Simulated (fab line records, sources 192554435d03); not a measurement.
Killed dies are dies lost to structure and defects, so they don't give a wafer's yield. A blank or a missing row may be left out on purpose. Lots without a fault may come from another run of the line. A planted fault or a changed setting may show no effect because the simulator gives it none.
Chamber matching | flow n5_finfet | N5_BEOL_M4_DEP_57 on pecvd-01: 3 sister chambers
The step deposits SiCN from 3MS/NH3, target thk 8 nm, time 14 s. 6 wafers are shown with their chamber, then 10 later ones without.

WAFERS WITH THEIR CHAMBER
wafer  | chamber | throttle_valve_pct (%) | showerhead_plenum_p_Torr (Torr)
L087.5 | 1       | 9.4                    | 3.666
L089.1 | 1       | 9.2                    | 3.647
L089.2 | 2       | 9.2                    | 3.670
L089.3 | 0       | 9.4                    | 3.675
L088.1 | 0       | 9.6                    | 3.663
L088.5 | 2       | 9.2                    | 3.658

WAFERS WITHOUT THEIR CHAMBER
wafer  | throttle_valve_pct (%) | showerhead_plenum_p_Torr (Torr)
L088.6 | 9.7                    | 3.661
L090.1 | 9.4                    | 3.670
L090.3 | 9.7                    | 3.677
L090.5 | 9.6                    | 3.653
L093.2 | 9.1                    | 3.663
L093.3 | 9.7                    | 3.680
L093.4 | 8.8                    | 3.672
L092.1 | 8.7                    | 3.663
L092.2 | 9.7                    | 3.663
L092.4 | 8.7                    | 3.670

WHICH CHAMBER EACH WENT THROUGH
wafer  | from the rows above          | in truth
L088.6 | can't be placed: 0 or 1      | 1
L090.1 | can't be placed: 0 or 1 or 2 | 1
L090.3 | 0                            | 0
L090.5 | can't be placed: 0 or 1 or 2 | 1
L093.2 | can't be placed: 2 or 1      | 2
L093.3 | 0                            | 0
L093.4 | can't be placed: 2 or 1      | 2
L092.1 | can't be placed: 2 or 1      | 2
L092.2 | can't be placed: 0 or 1      | 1
L092.4 | can't be placed: 2 or 1      | 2
Placed correctly: 2 of 10. Can't be placed from these rows: 8 (the true chamber is among the candidates in 8). Placed wrongly: 0.
How it was worked out, from the rows above alone: a wafer's distance from a chamber is the root of the sum, over the readings, of the square of ((its reading less the chamber's mean) divided by the reading's scatter). The wafer belongs to the nearest chamber; if the next one is less than 2 further off, it can't be placed. A chamber's mean is the mean of its shown wafers. The scatter: the root of (the sum of the squares of (reading less its chamber's mean) over the shown wafers, divided by (wafers less chambers)).
